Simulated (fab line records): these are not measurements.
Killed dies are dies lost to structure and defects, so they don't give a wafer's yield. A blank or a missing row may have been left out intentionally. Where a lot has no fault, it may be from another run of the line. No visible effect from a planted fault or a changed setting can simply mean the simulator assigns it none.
What tool caused it? | flow n5 finfet | 14 lots with 37 wafers sampled at 6 steps, on a route of 1938 steps

== WHAT THE GAUGES READ, wafer by wafer ==
N5_BEOL_M6_INSPECT_58: inspects for defects (darkfield).
lot  | measured     | on                | raw defect count
L410 | day 8 22:58  | defect inspect-01 | 42 34
L411 | day 9 01:36  | defect inspect-02 | 51 143
L412 | day 9 09:52  | defect inspect-01 | 72 84
L414 | day 10 00:43 | defect inspect-02 | 40 27 50
L415 | day 10 05:36 | defect inspect-02 | 93 58 59
L417 | day 10 23:13 | defect inspect-02 | 77 113
L421 | day 12 03:15 | defect inspect-02 | 54 57
L422 | day 12 04:44 | defect inspect-01 | 91 104 82
L423 | day 12 05:08 | defect inspect-01 | 65 60 50
L426 | day 13 01:14 | defect inspect-02 | 72 66 55
L427 | day 13 04:53 | defect inspect-02 | 153 55 54
L429 | day 13 22:24 | defect inspect-02 | 99 90 64
L430 | day 14 03:25 | defect inspect-01 | 41 46 69
L431 | day 14 15:56 | defect inspect-02 | 56 125 42

N5_BEOL_M7_OVL_MEAS_12.
lot  | measured     | on         | M7_OVL (nm)
L410 | day 9 01:36  | overlay-01 | 0.3 0.3
L411 | day 9 03:01  | overlay-02 | -0.6 -0.9
L412 | day 9 12:31  | overlay-01 | -0.2 -1.4
L414 | day 10 02:04 | overlay-01 | -0.7 0.8 -0.8
L415 | day 10 08:15 | overlay-01 | -0.9 -0.9 -0.3
L417 | day 11 00:56 | overlay-01 | -0.7 -0.2
L421 | day 12 06:12 | overlay-01 | -1.8 -1.8
L422 | day 12 07:03 | overlay-02 | -1.1 -0.3 -1.6
L423 | day 12 06:53 | overlay-01 | -1.5 -1.6 -0.6
L426 | day 13 03:25 | overlay-01 | -1.2 0.0 -0.2
L427 | day 13 07:07 | overlay-01 | -0.1 -1.3 -1.2
L429 | day 14 02:09 | overlay-02 | -1.0 0.3 0.0
L430 | day 14 05:37 | overlay-01 | -2.0 -0.6 -0.5
L431 | day 14 17:35 | overlay-02 | -0.3 -1.7 0.0

N5_BEOL_M7_CD_MEAS_18: pitch 80 nm, target cd 40 nm.
lot  | measured     | on        | cd nm (nm)
L410 | day 9 02:14  | cd sem-01 | 39.4 39.1
L411 | day 9 03:32  | cd sem-03 | 41.3 41.1
L412 | day 9 13:02  | cd sem-02 | 41.3 41.4
L414 | day 10 02:41 | cd sem-02 | 41.9 41.6 41.9
L415 | day 10 09:11 | cd sem-02 | 39.9 39.6 39.6
L417 | day 11 01:52 | cd sem-03 | 38.7 39.8
L421 | day 12 07:34 | cd sem-03 | 40.5 40.4
L422 | day 12 08:18 | cd sem-01 | - - -
L423 | day 12 08:16 | cd sem-03 | - - -
L426 | day 13 04:07 | cd sem-03 | 43.2 41.8 40.2
L427 | day 13 07:40 | cd sem-01 | 41.3 40.0 40.3
L429 | day 14 02:43 | cd sem-01 | 40.7 42.8 41.8
L430 | day 14 06:13 | cd sem-01 | 42.0 41.4 41.0
L431 | day 14 18:06 | cd sem-03 | 40.7 40.6 40.5

== TOOL THAT RAN EACH LOT (tool first, then ch and the chambers of the sampled wafers, then the start) ==
lot  | N5_BEOL_M7_HM_DEP_02         | N5_BEOL_M7_ETCH_62                 | N5_BEOL_M7_HM_OPEN_17
L410 | pvd sputter-02, day 9 01:11  | rie diel-01 ch 3, day 9 01:49      | rie metal-02 ch 0,1, day 9 02:00
L411 | pvd sputter-02, day 9 02:37  | rie diel-02 ch 1,3, day 9 03:10    | rie metal-01 ch 0, day 9 03:21
L412 | pvd sputter-02, day 9 11:59  | rie diel-02 ch 0,2, day 9 12:40    | rie metal-03 ch 0,1, day 9 12:51
L414 | pvd sputter-01, day 10 01:32 | rie diel-03 ch 1,2,3, day 10 02:13 | rie metal-02 ch 1, day 10 02:25
L415 | pvd sputter-01, day 10 07:51 | rie diel-01 ch 1,3, day 10 08:38   | rie metal-03 ch 0,1, day 10 08:49
L417 | pvd sputter-03, day 11 00:25 | rie diel-01 ch 1,3, day 11 01:26   | rie metal-02 ch 0,1, day 11 01:38
L421 | pvd sputter-03, day 12 05:48 | rie diel-02 ch 0,1, day 12 06:55   | rie metal-02 ch 0, day 12 07:06
L422 | pvd sputter-02, day 12 06:22 | rie diel-01 ch 1,2,3, day 12 07:50 | rie metal-01 ch 0,1, day 12 08:02
L423 | pvd sputter-01, day 12 06:21 | rie diel-02 ch 0,1,2, day 12 07:50 | rie metal-03 ch 0,1, day 12 08:03
L426 | pvd sputter-01, day 13 03:01 | rie diel-01 ch 1,2,3, day 13 03:45 | rie metal-03 ch 0,1, day 13 03:56
L427 | pvd sputter-02, day 13 06:35 | rie diel-03 ch 0,2,3, day 13 07:18 | rie metal-01 ch 0,1, day 13 07:29
L429 | pvd sputter-01, day 14 01:38 | rie diel-01 ch 2,3, day 14 02:19   | rie metal-03 ch 0,1, day 14 02:29
L430 | pvd sputter-03, day 14 05:13 | rie diel-02 ch 0,3, day 14 05:50   | rie metal-02 ch 0,1, day 14 06:02
L431 | pvd sputter-01, day 14 17:10 | rie diel-02 ch 0,1,2, day 14 17:44 | rie metal-02 ch 0, day 14 17:55
- N5_BEOL_M7_HM_DEP_02: deposits TiN, target thk 20 nm.
- N5_BEOL_M7_ETCH_62: etches SOC in N2/H2, target depth 110 nm, overetch 22 nm, time 165 s.
- N5_BEOL_M7_HM_OPEN_17: chemistry Cl2/BCl3, target TiN, target depth 20 nm, overetch 6 nm.

== WHAT THE TOOLS THEMSELVES READ (means of the sampled wafers that have a number; where no wafer has one, the mark that the record gives instead) ==
N5_BEOL_M7_HM_DEP_02.
lot  | tool           | substrate temp c (C) | throttle valve pct (%)
L410 | pvd sputter-02 | 25.09                | 29.1
L411 | pvd sputter-02 | 25.09                | 30.6
L412 | pvd sputter-02 | 25.02                | 28.9
L414 | pvd sputter-01 | 24.87                | 30.1
L415 | pvd sputter-01 | 25.12                | 30.0
L417 | pvd sputter-03 | 24.98                | 30.2
L421 | pvd sputter-03 | 25.02                | 29.6
L422 | pvd sputter-02 | 25.08                | 29.7
L423 | pvd sputter-01 | 24.96                | 29.9
L426 | pvd sputter-01 | 25.04                | 29.6
L427 | pvd sputter-02 | 25.05                | 29.5
L429 | pvd sputter-01 | 24.89                | 29.9
L430 | pvd sputter-03 | 25.00                | 29.7
L431 | pvd sputter-01 | 25.03                | 29.6

N5_BEOL_M7_ETCH_62.
lot  | tool        | bias w (W) | chamber pressure mTorr (mTorr) | drypump motor current A (A) | oes product au (a.u.) | rf fwd power W (W) | rf vpp V (V) | showerhead plenum p Torr (Torr) | throttle valve pct (%)
L410 | rie diel-01 | 150.6      | 29.989                         | 5.5                         | 0.62                  | 835.4              | 524.2        | 2.53                            | 17.9
L411 | rie diel-02 | 150.0      | 30.023                         | 5.5                         | 0.73                  | 837.2              | 522.8        | 2.51                            | 17.4
L412 | rie diel-02 | 149.6      | 30.000                         | 5.7                         | 0.60                  | 836.2              | 523.1        | 2.54                            | 18.2
L414 | rie diel-03 | 150.3      | 29.984                         | 6.0                         | 0.69                  | 836.0              | 525.3        | 2.57                            | 17.9
L415 | rie diel-01 | 150.5      | 30.004                         | 5.4                         | 0.61                  | 836.0              | 523.6        | 2.52                            | 17.9
L417 | rie diel-01 | 149.6      | 30.009                         | 5.5                         | 0.61                  | 838.4              | 522.8        | 2.51                            | 17.9
L421 | rie diel-02 | 149.6      | 30.010                         | 6.0                         | 0.68                  | 838.5              | 522.3        | 2.50                            | 18.1
L422 | rie diel-01 | -          | -                              | -                           | -                     | -                  | -            | -                               | -
L423 | rie diel-02 | -          | -                              | -                           | -                     | -                  | -            | -                               | -
L426 | rie diel-01 | 149.9      | 30.023                         | 5.7                         | 0.60                  | 836.4              | 522.4        | 2.49                            | 18.0
L427 | rie diel-03 | 150.3      | 29.974                         | 5.8                         | 0.67                  | 837.3              | 524.9        | 2.56                            | 17.8
L429 | rie diel-01 | 149.9      | 30.001                         | 6.0                         | 0.61                  | 837.2              | 520.1        | 2.46                            | 18.1
L430 | rie diel-02 | 149.9      | 29.987                         | 5.9                         | 0.61                  | 834.7              | 522.4        | 2.53                            | 18.2
L431 | rie diel-02 | 149.8      | 30.024                         | 5.7                         | 0.62                  | 838.3              | 522.3        | 2.50                            | 18.1

N5_BEOL_M7_HM_OPEN_17.
lot  | tool         | drypump motor current A (A) | oes product au (a.u.) | rf fwd power W (W) | throttle valve pct (%)
L410 | rie metal-02 | 6.0                         | 0.64                  | 990                | 21.84
L411 | rie metal-01 | 5.2                         | 0.68                  | 988                | 22.34
L412 | rie metal-03 | 5.3                         | 0.66                  | 988                | 22.15
L414 | rie metal-02 | 5.5                         | 0.73                  | 989                | 21.70
L415 | rie metal-03 | 5.5                         | 0.62                  | 988                | 22.13
L417 | rie metal-02 | 6.0                         | 0.77                  | 994                | 21.69
L421 | rie metal-02 | 6.6                         | 0.81                  | 994                | 21.69
L422 | rie metal-01 | 5.5                         | 0.28                  | 988                | 22.80
L423 | rie metal-03 | 5.2                         | 0.30                  | 987                | 22.84
L426 | rie metal-03 | 5.5                         | 0.61                  | 998                | 22.13
L427 | rie metal-01 | 5.5                         | 0.64                  | 988                | 22.16
L429 | rie metal-03 | 5.5                         | 0.61                  | 989                | 22.12
L430 | rie metal-02 | 6.2                         | 0.74                  | 994                | 21.71
L431 | rie metal-02 | 6.6                         | 0.75                  | 990                | 21.71

== THE ANSWER, worked out from the rows above alone ==
Rule: what is usual is taken from the lots themselves. Put in order of their means at a reading, lots are off if they are a third of the lots or fewer, leave a main group of 4 or more, and stand apart from it by a gap of 3 or more times the standard deviation of the main group's means; of several such gaps the widest counts. If all means in a main group match to the digits the tables above print for the reading, that group is not used. A lot without any number at a reading at which 4 lots or more have one is off too. All remaining lots with rows at the step are treated as sound. The gauges are gone through in route order, then the tools' own readings, and for those a lot's mean is taken as printed above. At the first step where some lot is off, the reading lying furthest off is the one used; lots without a number count as furthest.
Off: L422, L423, at N5_BEOL_M7_CD_MEAS_18 (cd nm). Without a number there: L422, L423. Mean 40.8 nm and standard deviation 0.91 in the main group.
A tool fits if, at a process step before that reading, it ran every lot that is off, and no sound lot after the first of them. The gauges at N5_BEOL_M7_CD_MEAS_18 aren't tried: what is off there is off at N5_BEOL_M7_ETCH_62 too, on other tools, and a gauge's error can't cause that. None of those tried fits.

== WHAT THE SIMULATOR HAD INSERTED ==
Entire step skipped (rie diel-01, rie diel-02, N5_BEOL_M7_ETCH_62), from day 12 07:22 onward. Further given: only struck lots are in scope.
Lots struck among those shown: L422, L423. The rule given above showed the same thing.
